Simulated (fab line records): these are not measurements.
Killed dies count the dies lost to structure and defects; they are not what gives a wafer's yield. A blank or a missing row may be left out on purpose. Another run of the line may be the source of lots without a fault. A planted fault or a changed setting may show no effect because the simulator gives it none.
Which tool is to blame? | flow nand-harc | route of 1159 steps, sampled at 1 step: 6 lots, 18 wafers

## WHAT THE GAUGES SHOWED, per wafer
NHARC_A_BONDPAD_INSPECT_23.
lot  | measured     | on                | raw-defect-count
L192 | day 18 17:55 | defect-inspect-01 | 515 318 474
L193 | day 19 06:13 | defect-inspect-02 | 818 450 525
L194 | day 19 15:32 | defect-inspect-02 | 319 523 540
L206 | day 22 06:02 | defect-inspect-02 | 450 593 772
L207 | day 23 01:27 | defect-inspect-02 | 272 353 307
L213 | day 24 03:34 | defect-inspect-02 | 464 559 377

## WHICH TOOL RAN EACH LOT (tool, then ch and the chambers of the sampled wafers, then the start)
Record: no process step prior to these readings.

## THE ANSWER, worked out from the rows above alone
Rule: what is usual is taken from the lots themselves. Put in order of their means at a reading, lots are off if they are a third of the lots or fewer, leave a main group of 4 or more, and stand apart from it by a gap of 3 or more times the standard deviation of the main group's means; of several such gaps the widest counts. The tables above print the reading to a certain number of digits; a main group whose means all agree to those digits is not used. Also off: a lot with no number at a reading for which 4 or more lots have one. The other lots that the step has rows for count as sound.
No lot is off at any reading shown: from this, nothing can be told.

## WHAT THE SIMULATOR PUT IN
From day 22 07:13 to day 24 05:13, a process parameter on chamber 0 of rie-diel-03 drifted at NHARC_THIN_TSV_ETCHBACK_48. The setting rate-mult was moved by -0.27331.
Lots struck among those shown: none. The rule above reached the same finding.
